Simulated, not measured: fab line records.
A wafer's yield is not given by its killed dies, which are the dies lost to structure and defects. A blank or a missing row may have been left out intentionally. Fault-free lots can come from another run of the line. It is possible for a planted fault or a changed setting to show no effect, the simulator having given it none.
Lot-split experiment ; flow n5_finfet ; 7 lots, 39 wafers read, on a route of 1938 steps

SPLIT DETAILS
At N5_BEOL_M8_DEP_56 (deposits SiCN from 3MS/NH3, target thk 10 nm, time 17.5 s), the setting target_thk_a was moved away from the recipe's 100 angstrom on 12 of the 39 wafers read, by +24.5% to +59.8%. The other wafers ran this setting at the recipe's value.

The reading comes from the split's own step.

THE READING
SiCN_of_BEOL_M8_DEP_56.thk_nm (the simulator's own value, which no gauge read), in nm, at N5_BEOL_M8_DEP_56 (deposits SiCN from 3MS/NH3, target thk 10 nm, time 17.5 s). No usual value for it is given in the file. Here, 27 wafers ran the recipe; their average is 10.0 nm with a standard deviation of 0.15 nm.

wafer;tool, chamber at the split;target_thk_a as run, angstrom;against the recipe;SiCN_of_BEOL_M8_DEP_56.thk_nm, nm;against lot-mates on the recipe
L074.1;pecvd-01, 1;100;recipe;10;-
L074.4;pecvd-01, 1;100;recipe;10;-
L074.2;pecvd-01, 2;124.5;+24.5%;12.2;+2.1
L074.3;pecvd-01, 0;124.5;+24.5%;12.4;+2.3
L074.5;pecvd-01, 2;100;recipe;10.2;-
L074.6;pecvd-01, 0;124.5;+24.5%;12.6;+2.5
L076.1;pecvd-01, 1;150;+50.0%;15;+4.9
L076.2;pecvd-01, 2,0;100;recipe;10;-
L076.3;pecvd-01, 2,0;100;recipe;10;-
L076.4;pecvd-01, 2;150;+50.0%;15.4;+5.3
L076.5;pecvd-01, 1;150;+50.0%;15.2;+5.1
L076.6;pecvd-01, 0;100;recipe;10.2;-
L082.1;pecvd-04, 1,0;100;recipe;9.8;-
L082.3;pecvd-04, 1,0;100;recipe;9.8;-
L082.2;pecvd-04, 2;152.5;+52.5%;14.8;+4.9
L082.4;pecvd-04, 2;152.5;+52.5%;15;+5.1
L082.5;pecvd-04, 1;152.5;+52.5%;15.2;+5.3
L082.6;pecvd-04, 0;100;recipe;10.2;-
L087.1;pecvd-03, 2,0;159.8;+59.8%;16;+5.9
L087.2;pecvd-03, 2,0;159.8;+59.8%;16;+5.9
L087.3;pecvd-03, 1;159.8;+59.8%;16.2;+6.1
L087.4;pecvd-03, 2;100;recipe;10;-
L087.5;pecvd-03, 1,0;100;recipe;10.2;-
L087.6;pecvd-03, 1,0;100;recipe;10.2;-
L091.1;pecvd-03, 0,1,2;100;recipe;10;-
L091.3;pecvd-03, 0,1,2;100;recipe;10;-
L091.5;pecvd-03, 0,1,2;100;recipe;10;-
L091.2;pecvd-03, 2;100;recipe;9.8;-
L091.4;pecvd-03, 1,0;100;recipe;10.2;-
L091.6;pecvd-03, 1,0;100;recipe;10.2;-
L096.1;pecvd-01, 1,0,2,1;100;recipe;9.8;-
L096.2;pecvd-01, 1,0,2,1;100;recipe;9.8;-
L096.3;pecvd-01, 1,0,2,1;100;recipe;9.8;-
L096.4;pecvd-01, 1,0,2,1;100;recipe;9.8;-
L096.5;pecvd-01, 2,0;100;recipe;10;-
L096.6;pecvd-01, 2,0;100;recipe;10;-
L097.2;pecvd-04, 2;100;recipe;9.8;-
L097.4;pecvd-04, 0;100;recipe;10.2;-
L097.5;pecvd-04, 2;100;recipe;10;-
When a row names more than one chamber, that row covers several wafers, and the file does not tell which wafer ran in which chamber.

THE FIT
A straight line over all 39 wafers: SiCN_of_BEOL_M8_DEP_56.thk_nm changes by +0.1 nm for each +1% of target_thk_a; r = +1.00; the points scatter about the line by 0.18 nm.
The same after taking each lot's own level away (the mean of its wafers on the recipe; 39 wafers): +0.0992 nm for each +1%; r = +1.00; scatter 0.15 nm.
The reading moves by 5.9 nm for the largest change in target_thk_a, on that fit.
Across the lots, their own levels run from 9.87 to 10.13 nm, a range of 1.7 times the standard deviation given above.
Consequently the slope shifts little with the lot-to-lot level, the two slopes agreeing.
Check: with one of the wafers moved furthest among these (+59.8%) left out of the fit, the line predicts +5.93 nm for it against its lot-mates. Against them it came out at +5.87 nm.

FURTHER SPLITS ON THESE WAFERS
Note: prior to the reading, these wafers also went through further splits. Each is held against what the fit with the lots' levels taken away leaves over:
other split on the same wafers;wafers away from the commonest value;r with SiCN_of_BEOL_M8_DEP_56.thk_nm (lot level and that fit taken away)
N5_ZERO_LAYER_DEVELOP_10 develop_time_s;18;+0.07
N5_FIN_SAQP_PECVD_47 time_s;12;-0.08
N5_HKMG_FIN_ALD_75 target_thk_a;12;+0.03
N5_MOL_CONTACT_COAG_ALD_27 ald_cycles;12;+0.12
N5_BEOL_M6_VIA_ETCH_34 time_s;15;-0.02
N5_BEOL_M8_DESCUM_16 time_s;9;+0.05

FILE'S OWN FIT
SiCN_of_BEOL_M8_DEP_56.thk_nm changes by +0.0991 nm for each +1% of target_thk_a, r = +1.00.
